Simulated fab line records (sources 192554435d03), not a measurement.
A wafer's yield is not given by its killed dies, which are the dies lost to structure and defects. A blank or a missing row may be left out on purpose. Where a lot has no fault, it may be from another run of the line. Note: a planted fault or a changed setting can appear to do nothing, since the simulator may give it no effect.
Which tool did it? || flow n5Finfet || 24 lots with 72 wafers sampled at 3 steps, on a route of 1938 steps

== WHAT THE GAUGES SHOWED, per wafer ==
N5_BEOL_M11_THK_MEAS_01.
{"lot": "L074", "measured": "day 10 08:48", "on": "filmMetro-02", "M11_ILD_THK (nm)": "272 273 270"}
{"lot": "L075", "measured": "day 10 09:32", "on": "filmMetro-02", "M11_ILD_THK (nm)": "264 268 269"}
{"lot": "L076", "measured": "day 10 12:59", "on": "filmMetro-01", "M11_ILD_THK (nm)": "267 273 270"}
{"lot": "L078", "measured": "day 11 03:38", "on": "filmMetro-02", "M11_ILD_THK (nm)": "261 267 270"}
{"lot": "L077", "measured": "day 11 04:40", "on": "filmMetro-01", "M11_ILD_THK (nm)": "264 271 267"}
{"lot": "L079", "measured": "day 11 04:49", "on": "filmMetro-02", "M11_ILD_THK (nm)": "263 266 273"}
{"lot": "L080", "measured": "day 11 11:17", "on": "filmMetro-01", "M11_ILD_THK (nm)": "265 263 265"}
{"lot": "L081", "measured": "day 11 20:17", "on": "filmMetro-01", "M11_ILD_THK (nm)": "265 267 270"}
{"lot": "L082", "measured": "day 12 03:13", "on": "filmMetro-02", "M11_ILD_THK (nm)": "267 271 269"}
{"lot": "L083", "measured": "day 12 06:32", "on": "filmMetro-02", "M11_ILD_THK (nm)": "267 263 269"}
{"lot": "L084", "measured": "day 12 16:54", "on": "filmMetro-02", "M11_ILD_THK (nm)": "266 260 268"}
{"lot": "L085", "measured": "day 12 21:01", "on": "filmMetro-01", "M11_ILD_THK (nm)": "269 270 273"}
{"lot": "L086", "measured": "day 13 04:38", "on": "filmMetro-01", "M11_ILD_THK (nm)": "262 267 264"}
{"lot": "L088", "measured": "day 13 10:26", "on": "filmMetro-02", "M11_ILD_THK (nm)": "266 265 275"}
{"lot": "L089", "measured": "day 13 14:46", "on": "filmMetro-01", "M11_ILD_THK (nm)": "266 265 270"}
{"lot": "L090", "measured": "day 13 16:34", "on": "filmMetro-02", "M11_ILD_THK (nm)": "270 262 267"}
{"lot": "L087", "measured": "day 13 21:00", "on": "filmMetro-02", "M11_ILD_THK (nm)": "266 263 268"}
{"lot": "L091", "measured": "day 13 23:04", "on": "filmMetro-02", "M11_ILD_THK (nm)": "274 268 271"}
{"lot": "L092", "measured": "day 15 14:13", "on": "filmMetro-01", "M11_ILD_THK (nm)": "270 271 271"}
{"lot": "L093", "measured": "day 15 15:28", "on": "filmMetro-01", "M11_ILD_THK (nm)": "267 268 272"}
{"lot": "L097", "measured": "day 15 15:55", "on": "filmMetro-02", "M11_ILD_THK (nm)": "266 270 267"}
{"lot": "L094", "measured": "day 15 16:37", "on": "filmMetro-01", "M11_ILD_THK (nm)": "273 271 278"}
{"lot": "L095", "measured": "day 15 19:58", "on": "filmMetro-01", "M11_ILD_THK (nm)": "264 271 273"}
{"lot": "L096", "measured": "day 16 19:43", "on": "filmMetro-01", "M11_ILD_THK (nm)": "270 271 267"}

N5_BEOL_M11_CD_MEAS_28: the cd target is 70 nm.
{"lot": "L074", "measured": "day 10 14:16", "on": "cdSem-03", "cdNm (nm)": "70.6 70.5 69.9"}
{"lot": "L075", "measured": "day 10 14:25", "on": "cdSem-03", "cdNm (nm)": "70.1 69.1 70.3"}
{"lot": "L076", "measured": "day 10 17:04", "on": "cdSem-02", "cdNm (nm)": "69.6 71.1 69.6"}
{"lot": "L078", "measured": "day 11 07:53", "on": "cdSem-03", "cdNm (nm)": "72.5 71.4 72.5"}
{"lot": "L077", "measured": "day 11 08:26", "on": "cdSem-02", "cdNm (nm)": "69.6 70.6 69.9"}
{"lot": "L079", "measured": "day 11 08:16", "on": "cdSem-01", "cdNm (nm)": "68.6 68.5 70.4"}
{"lot": "L080", "measured": "day 11 13:53", "on": "cdSem-03", "cdNm (nm)": "70.8 70.5 70.7"}
{"lot": "L081", "measured": "day 11 23:50", "on": "cdSem-01", "cdNm (nm)": "71.6 71.3 70.5"}
{"lot": "L082", "measured": "day 12 07:39", "on": "cdSem-02", "cdNm (nm)": "68.5 69.6 70.2"}
{"lot": "L083", "measured": "day 12 11:14", "on": "cdSem-01", "cdNm (nm)": "71.9 70.3 70.9"}
{"lot": "L084", "measured": "day 12 18:52", "on": "cdSem-03", "cdNm (nm)": "69.9 70.4 69.8"}
{"lot": "L085", "measured": "day 12 23:55", "on": "cdSem-01", "cdNm (nm)": "69.6 70.2 70.5"}
{"lot": "L086", "measured": "day 13 06:34", "on": "cdSem-03", "cdNm (nm)": "70.4 69.9 70.4"}
{"lot": "L088", "measured": "day 13 12:34", "on": "cdSem-02", "cdNm (nm)": "69.8 70.5 69.0"}
{"lot": "L089", "measured": "day 13 19:11", "on": "cdSem-02", "cdNm (nm)": "70.7 69.8 70.2"}
{"lot": "L090", "measured": "day 13 19:36", "on": "cdSem-02", "cdNm (nm)": "70.3 71.5 70.0"}
{"lot": "L087", "measured": "day 13 23:20", "on": "cdSem-02", "cdNm (nm)": "69.3 69.9 70.1"}
{"lot": "L091", "measured": "day 14 01:13", "on": "cdSem-02", "cdNm (nm)": "69.7 69.4 69.0"}
{"lot": "L092", "measured": "day 15 16:28", "on": "cdSem-02", "cdNm (nm)": "69.3 69.5 69.8"}
{"lot": "L093", "measured": "day 15 19:37", "on": "cdSem-03", "cdNm (nm)": "70.7 70.3 71.8"}
{"lot": "L097", "measured": "day 15 19:27", "on": "cdSem-03", "cdNm (nm)": "69.1 70.2 68.6"}
{"lot": "L094", "measured": "day 15 19:47", "on": "cdSem-02", "cdNm (nm)": "69.8 69.5 70.6"}
{"lot": "L095", "measured": "day 15 22:58", "on": "cdSem-01", "cdNm (nm)": "71.9 68.7 70.5"}
{"lot": "L096", "measured": "day 17 00:18", "on": "cdSem-03", "cdNm (nm)": "68.9 69.9 69.8"}

== WHICH TOOL RAN EACH LOT (tool, then ch and the chambers of the sampled wafers, then the start) ==
{"lot": "L074", "N5_BEOL_M11_STRIP_19": "rieDiel-02 ch 0,1,3, day 10 11:17"}
{"lot": "L075", "N5_BEOL_M11_STRIP_19": "rieDiel-02 ch 0,1,2, day 10 11:36"}
{"lot": "L076", "N5_BEOL_M11_STRIP_19": "rieDiel-02 ch 0,1,2, day 10 15:39"}
{"lot": "L078", "N5_BEOL_M11_STRIP_19": "rieDiel-06 ch 0,1,2, day 11 06:57"}
{"lot": "L077", "N5_BEOL_M11_STRIP_19": "rieDiel-02 ch 0,2,3, day 11 07:55"}
{"lot": "L079", "N5_BEOL_M11_STRIP_19": "rieDiel-06 ch 0,1,3, day 11 07:55"}
{"lot": "L080", "N5_BEOL_M11_STRIP_19": "rieDiel-02 ch 0,2,3, day 11 13:32"}
{"lot": "L081", "N5_BEOL_M11_STRIP_19": "rieDiel-02 ch 0,3, day 11 22:14"}
{"lot": "L082", "N5_BEOL_M11_STRIP_19": "rieDiel-04 ch 0,2,3, day 12 05:12"}
{"lot": "L083", "N5_BEOL_M11_STRIP_19": "rieDiel-02 ch 0,1,2, day 12 09:46"}
{"lot": "L084", "N5_BEOL_M11_STRIP_19": "rieDiel-06 ch 0,2,3, day 12 18:22"}
{"lot": "L085", "N5_BEOL_M11_STRIP_19": "rieDiel-02 ch 0,1, day 12 22:58"}
{"lot": "L086", "N5_BEOL_M11_STRIP_19": "rieDiel-04 ch 0,1, day 13 05:56"}
{"lot": "L088", "N5_BEOL_M11_STRIP_19": "rieDiel-06 ch 0,1, day 13 12:04"}
{"lot": "L089", "N5_BEOL_M11_STRIP_19": "rieDiel-06 ch 0,1,2, day 13 15:52"}
{"lot": "L090", "N5_BEOL_M11_STRIP_19": "rieDiel-06 ch 0,1,3, day 13 18:46"}
{"lot": "L087", "N5_BEOL_M11_STRIP_19": "rieDiel-06 ch 1,2,3, day 13 22:58"}
{"lot": "L091", "N5_BEOL_M11_STRIP_19": "rieDiel-02 ch 0,1,2, day 14 00:43"}
{"lot": "L092", "N5_BEOL_M11_STRIP_19": "rieDiel-04 ch 2,3, day 15 15:26"}
{"lot": "L093", "N5_BEOL_M11_STRIP_19": "rieDiel-04 ch 1,3, day 15 17:59"}
{"lot": "L097", "N5_BEOL_M11_STRIP_19": "rieDiel-04 ch 2,3, day 15 18:42"}
{"lot": "L094", "N5_BEOL_M11_STRIP_19": "rieDiel-06 ch 0,1,2, day 15 18:56"}
{"lot": "L095", "N5_BEOL_M11_STRIP_19": "rieDiel-02 ch 1,3, day 15 21:38"}
{"lot": "L096", "N5_BEOL_M11_STRIP_19": "rieDiel-02 ch 0,1, day 16 21:29"}
- N5_BEOL_M11_STRIP_19: strips in O2.

== WHAT THE TOOLS THEMSELVES READ (means of the sampled wafers that have a number; where no wafer has one, the mark that the record gives instead) ==
N5_BEOL_M11_STRIP_19.
{"lot": "L074", "tool": "rieDiel-02", "drypumpMotorCurrentA (A)": 5.6, "oesProductAu (a.u.)": 0.86, "rfVppV (V)": 3.7, "showerheadPlenumPTorr (Torr)": 2.14, "throttleValvePct (%)": 16.72}
{"lot": "L075", "tool": "rieDiel-02", "drypumpMotorCurrentA (A)": 5.7, "oesProductAu (a.u.)": 0.82, "rfVppV (V)": 4.1, "showerheadPlenumPTorr (Torr)": 2.12, "throttleValvePct (%)": 16.77}
{"lot": "L076", "tool": "rieDiel-02", "drypumpMotorCurrentA (A)": 5.7, "oesProductAu (a.u.)": 0.82, "rfVppV (V)": 3.9, "showerheadPlenumPTorr (Torr)": 2.12, "throttleValvePct (%)": 16.80}
{"lot": "L078", "tool": "rieDiel-06", "drypumpMotorCurrentA (A)": 5.5, "oesProductAu (a.u.)": 0.76, "rfVppV (V)": 3.6, "showerheadPlenumPTorr (Torr)": 2.10, "throttleValvePct (%)": 16.74}
{"lot": "L077", "tool": "rieDiel-02", "drypumpMotorCurrentA (A)": 5.4, "oesProductAu (a.u.)": 0.79, "rfVppV (V)": 3.6, "showerheadPlenumPTorr (Torr)": 2.11, "throttleValvePct (%)": 16.57}
{"lot": "L079", "tool": "rieDiel-06", "drypumpMotorCurrentA (A)": 5.3, "oesProductAu (a.u.)": 0.73, "rfVppV (V)": 3.7, "showerheadPlenumPTorr (Torr)": 2.09, "throttleValvePct (%)": 16.87}
{"lot": "L080", "tool": "rieDiel-02", "drypumpMotorCurrentA (A)": 5.4, "oesProductAu (a.u.)": 0.79, "rfVppV (V)": 3.5, "showerheadPlenumPTorr (Torr)": 2.11, "throttleValvePct (%)": 16.57}
{"lot": "L081", "tool": "rieDiel-02", "drypumpMotorCurrentA (A)": 5.3, "oesProductAu (a.u.)": 0.86, "rfVppV (V)": 3.6, "showerheadPlenumPTorr (Torr)": 2.13, "throttleValvePct (%)": 16.65}
{"lot": "L082", "tool": "rieDiel-04", "drypumpMotorCurrentA (A)": 5.8, "oesProductAu (a.u.)": 0.71, "rfVppV (V)": 3.6, "showerheadPlenumPTorr (Torr)": 2.13, "throttleValvePct (%)": 16.61}
{"lot": "L083", "tool": "rieDiel-02", "drypumpMotorCurrentA (A)": 5.7, "oesProductAu (a.u.)": 0.80, "rfVppV (V)": 4.1, "showerheadPlenumPTorr (Torr)": 2.11, "throttleValvePct (%)": 16.81}
{"lot": "L084", "tool": "rieDiel-06", "drypumpMotorCurrentA (A)": 5.5, "oesProductAu (a.u.)": 0.84, "rfVppV (V)": 4.0, "showerheadPlenumPTorr (Torr)": 2.07, "throttleValvePct (%)": 16.68}
{"lot": "L085", "tool": "rieDiel-02", "drypumpMotorCurrentA (A)": 5.7, "oesProductAu (a.u.)": 0.86, "rfVppV (V)": 3.5, "showerheadPlenumPTorr (Torr)": 2.14, "throttleValvePct (%)": 16.89}
{"lot": "L086", "tool": "rieDiel-04", "drypumpMotorCurrentA (A)": 6.0, "oesProductAu (a.u.)": 0.72, "rfVppV (V)": 3.7, "showerheadPlenumPTorr (Torr)": 2.04, "throttleValvePct (%)": 16.59}
{"lot": "L088", "tool": "rieDiel-06", "drypumpMotorCurrentA (A)": 5.2, "oesProductAu (a.u.)": 0.89, "rfVppV (V)": 3.9, "showerheadPlenumPTorr (Torr)": 2.12, "throttleValvePct (%)": 16.42}
{"lot": "L089", "tool": "rieDiel-06", "drypumpMotorCurrentA (A)": 5.5, "oesProductAu (a.u.)": 0.84, "rfVppV (V)": 3.8, "showerheadPlenumPTorr (Torr)": 2.09, "throttleValvePct (%)": 16.62}
{"lot": "L090", "tool": "rieDiel-06", "drypumpMotorCurrentA (A)": 5.3, "oesProductAu (a.u.)": 0.80, "rfVppV (V)": 3.7, "showerheadPlenumPTorr (Torr)": 2.08, "throttleValvePct (%)": 16.73}
{"lot": "L087", "tool": "rieDiel-06", "drypumpMotorCurrentA (A)": 5.6, "oesProductAu (a.u.)": 0.76, "rfVppV (V)": 3.1, "showerheadPlenumPTorr (Torr)": 2.05, "throttleValvePct (%)": 16.93}
{"lot": "L091", "tool": "rieDiel-02", "drypumpMotorCurrentA (A)": 5.7, "oesProductAu (a.u.)": 0.79, "rfVppV (V)": 3.8, "showerheadPlenumPTorr (Torr)": 2.11, "throttleValvePct (%)": 16.83}
{"lot": "L092", "tool": "rieDiel-04", "drypumpMotorCurrentA (A)": 5.6, "oesProductAu (a.u.)": 0.70, "rfVppV (V)": 3.9, "showerheadPlenumPTorr (Torr)": 2.15, "throttleValvePct (%)": 16.66}
{"lot": "L093", "tool": "rieDiel-04", "drypumpMotorCurrentA (A)": 5.5, "oesProductAu (a.u.)": 0.73, "rfVppV (V)": 3.7, "showerheadPlenumPTorr (Torr)": 2.10, "throttleValvePct (%)": 16.67}
{"lot": "L097", "tool": "rieDiel-04", "drypumpMotorCurrentA (A)": 5.8, "oesProductAu (a.u.)": 0.69, "rfVppV (V)": 3.3, "showerheadPlenumPTorr (Torr)": 2.16, "throttleValvePct (%)": 16.66}
{"lot": "L094", "tool": "rieDiel-06", "drypumpMotorCurrentA (A)": 5.5, "oesProductAu (a.u.)": 0.82, "rfVppV (V)": 3.4, "showerheadPlenumPTorr (Torr)": 2.09, "throttleValvePct (%)": 16.64}
{"lot": "L095", "tool": "rieDiel-02", "drypumpMotorCurrentA (A)": 5.5, "oesProductAu (a.u.)": 0.78, "rfVppV (V)": 3.4, "showerheadPlenumPTorr (Torr)": 2.11, "throttleValvePct (%)": 16.66}
{"lot": "L096", "tool": "rieDiel-02", "drypumpMotorCurrentA (A)": 5.9, "oesProductAu (a.u.)": 0.82, "rfVppV (V)": 3.9, "showerheadPlenumPTorr (Torr)": 2.13, "throttleValvePct (%)": 17.03}

== THE ANSWER, worked out from the rows above alone ==
Rule: usual is defined by the lots themselves. Put in order of their means at a reading, lots are off if they are a third of the lots or fewer, leave a main group of 4 or more, and stand apart from it by a gap of 3 or more times the standard deviation of the main group's means; of several such gaps the widest counts. The tables above print the reading to a certain number of digits; a main group whose means all agree to those digits is not used. A lot without any number at a reading at which 4 lots or more have one is off too. All remaining lots with rows at the step are treated as sound. The gauges are gone through in route order, then the tools' own readings, and for those a lot's mean is taken as printed above. The first step at which some lot is off is used, and at that step the reading that is off furthest; a lot without a number counts as furthest.
Nothing can be told from this: no lot is off at any reading shown.

== WHAT THE SIMULATOR HAD INSERTED ==
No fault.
